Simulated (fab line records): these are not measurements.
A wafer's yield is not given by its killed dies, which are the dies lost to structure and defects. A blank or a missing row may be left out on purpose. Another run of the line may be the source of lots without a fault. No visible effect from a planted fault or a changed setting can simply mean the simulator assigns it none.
Which tool did it? / flow nand_harc / 21 wafers from 7 lots sampled at 2 of the route's 1302 steps

== WHAT THE GAUGES SHOWED, per wafer ==
NHARC_A_SLIT_CD_MEAS_21.
lot=L479; measured=day 20 11:22; on=cd_sem-03; cd_nm (nm)=291.3 289.7 290.2
lot=L482; measured=day 21 19:19; on=cd_sem-03; cd_nm (nm)=291.4 291.5 291.7
lot=L481; measured=day 22 02:20; on=cd_sem-03; cd_nm (nm)=290.1 290.8 290.5
lot=L484; measured=day 23 14:14; on=cd_sem-02; cd_nm (nm)=288.8 289.2 289.2
lot=L486; measured=day 24 00:55; on=cd_sem-03; cd_nm (nm)=291.0 290.7 290.8
lot=L493; measured=day 27 09:16; on=cd_sem-02; cd_nm (nm)=289.3 289.8 289.6
lot=L499; measured=day 29 13:29; on=cd_sem-03; cd_nm (nm)=289.7 289.0 290.3

== TOOL THAT RAN EACH LOT (tool first, then ch and the chambers of the sampled wafers, then the start) ==
lot=L479; NHARC_A_SLIT_DEP_25=pecvd-03 ch 0,1,2, day 19 22:32
lot=L482; NHARC_A_SLIT_DEP_25=pecvd-03 ch 1,2, day 21 06:57
lot=L481; NHARC_A_SLIT_DEP_25=pecvd-02 ch 0,1,2, day 21 13:50
lot=L484; NHARC_A_SLIT_DEP_25=pecvd-04 ch 1,2, day 23 00:53
lot=L486; NHARC_A_SLIT_DEP_25=pecvd-02 ch 1,2, day 23 12:02
lot=L493; NHARC_A_SLIT_DEP_25=pecvd-02 ch 0,1,2, day 26 17:37
lot=L499; NHARC_A_SLIT_DEP_25=pecvd-02 ch 1,2, day 28 21:05
- NHARC_A_SLIT_DEP_25: deposits SiO2, target thk 200 nm.

== THE ANSWER, worked out from the rows above alone ==
Rule: the lots themselves supply what counts as usual. The widest of any qualifying gaps counts: lots, ordered by their means at a reading, are off when they make up no more than a third of the lots, leave a main group of 4 or more, and stand apart from it by 3 or more times the standard deviation of that group's means. The tables above print the reading to a certain number of digits; a main group whose means all agree to those digits is not used. A lot without any number at a reading at which 4 lots or more have one is off too. Any other lot the step has rows for is counted as sound.
Across all readings shown, no lot is off: no conclusion can be drawn from this.

== WHAT WAS PUT IN BY THE SIMULATOR ==
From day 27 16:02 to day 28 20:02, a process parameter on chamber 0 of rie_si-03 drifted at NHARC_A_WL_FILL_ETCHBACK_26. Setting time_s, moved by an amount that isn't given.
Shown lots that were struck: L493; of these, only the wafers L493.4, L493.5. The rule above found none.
